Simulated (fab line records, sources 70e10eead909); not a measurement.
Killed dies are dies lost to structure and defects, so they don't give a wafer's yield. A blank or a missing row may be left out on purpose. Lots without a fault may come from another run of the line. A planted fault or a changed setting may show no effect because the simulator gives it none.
Chamber matching | flow nand_harc | NHARC_P_STI_DESCUM_14 on rie_diel-12: 4 sister chambers
The step chemistry O2, time 3 s. 4 wafers are shown with their chamber, then 8 later ones without.

WAFERS WITH THEIR CHAMBER
wafer  | chamber | drypump_motor_current_A (A)
L086.1 | 1       | 6.2
L088.6 | 2       | 5.2
L089.6 | 0       | 5.3
L090.2 | 3       | 5.3

WAFERS WITHOUT THEIR CHAMBER
wafer  | drypump_motor_current_A (A)
L090.4 | 5.3
L090.5 | 6.2
L094.2 | 5.4
L094.5 | 5.4
L094.6 | 5.3
L096.1 | 5.3
L096.4 | 5.3
L096.5 | 5.3

WHICH CHAMBER EACH WENT THROUGH
wafer  | from the rows above          | in truth
L090.4 | can't be placed: 0 or 3 or 2 | 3
L090.5 | 1                            | 1
L094.2 | can't be placed: 0 or 3 or 2 | 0
L094.5 | can't be placed: 0 or 3 or 2 | 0
L094.6 | can't be placed: 0 or 3 or 2 | 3
L096.1 | can't be placed: 0 or 3 or 2 | 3
L096.4 | can't be placed: 0 or 3 or 2 | 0
L096.5 | can't be placed: 0 or 3 or 2 | 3
Placed correctly: 1 of 8. Can't be placed from these rows: 7 (the true chamber is among the candidates in 7). Placed wrongly: 0.
How it was worked out, from the rows above alone: a wafer's distance from a chamber is the root of the sum, over the readings, of the square of ((its reading less the chamber's mean) divided by the reading's scatter). The wafer belongs to the nearest chamber; if the next one is less than 2 further off, it can't be placed. A chamber's mean is the mean of its shown wafers. The scatter: with one shown wafer a chamber, the root of the mean of the squares of how far each hidden wafer lies from its nearest shown one.
